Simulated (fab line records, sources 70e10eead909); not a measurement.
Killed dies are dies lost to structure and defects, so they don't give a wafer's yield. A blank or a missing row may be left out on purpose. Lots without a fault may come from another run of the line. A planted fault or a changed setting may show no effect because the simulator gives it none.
Chamber matching | flow nand_harc | NHARC_A_CONTACT_CMP_20 on cmp-03: 4 sister chambers
The step polishes, t overpolish 30 s, target thk 300 nm. 4 wafers are shown with their chamber, then 8 later ones without.

WAFERS WITH THEIR CHAMBER
wafer  | chamber | motor_current_A (A)
L075.5 | 1       | 14.6
L084.1 | 0       | 11.7
L083.5 | 2       | 13.8
L086.1 | 3       | 10.3

WAFERS WITHOUT THEIR CHAMBER
wafer  | motor_current_A (A)
L086.3 | 13.6
L086.6 | 13.2
L093.1 | 11.9
L093.3 | 10.2
L093.4 | 15.8
L095.3 | 10.4
L095.4 | 12.2
L095.6 | 12.0

WHICH CHAMBER EACH WENT THROUGH
wafer  | from the rows above          | in truth
L086.3 | can't be placed: 2 or 1      | 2
L086.6 | can't be placed: 2 or 1 or 0 | 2
L093.1 | 0                            | 0
L093.3 | 3                            | 3
L093.4 | can't be placed: 1 or 2      | 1
L095.3 | 3                            | 3
L095.4 | 0                            | 0
L095.6 | 0                            | 0
Placed correctly: 5 of 8. Can't be placed from these rows: 3 (the true chamber is among the candidates in 3). Placed wrongly: 0.
How it was worked out, from the rows above alone: a wafer's distance from a chamber is the root of the sum, over the readings, of the square of ((its reading less the chamber's mean) divided by the reading's scatter). The wafer belongs to the nearest chamber; if the next one is less than 2 further off, it can't be placed. A chamber's mean is the mean of its shown wafers. The scatter: with one shown wafer a chamber, the root of the mean of the squares of how far each hidden wafer lies from its nearest shown one.
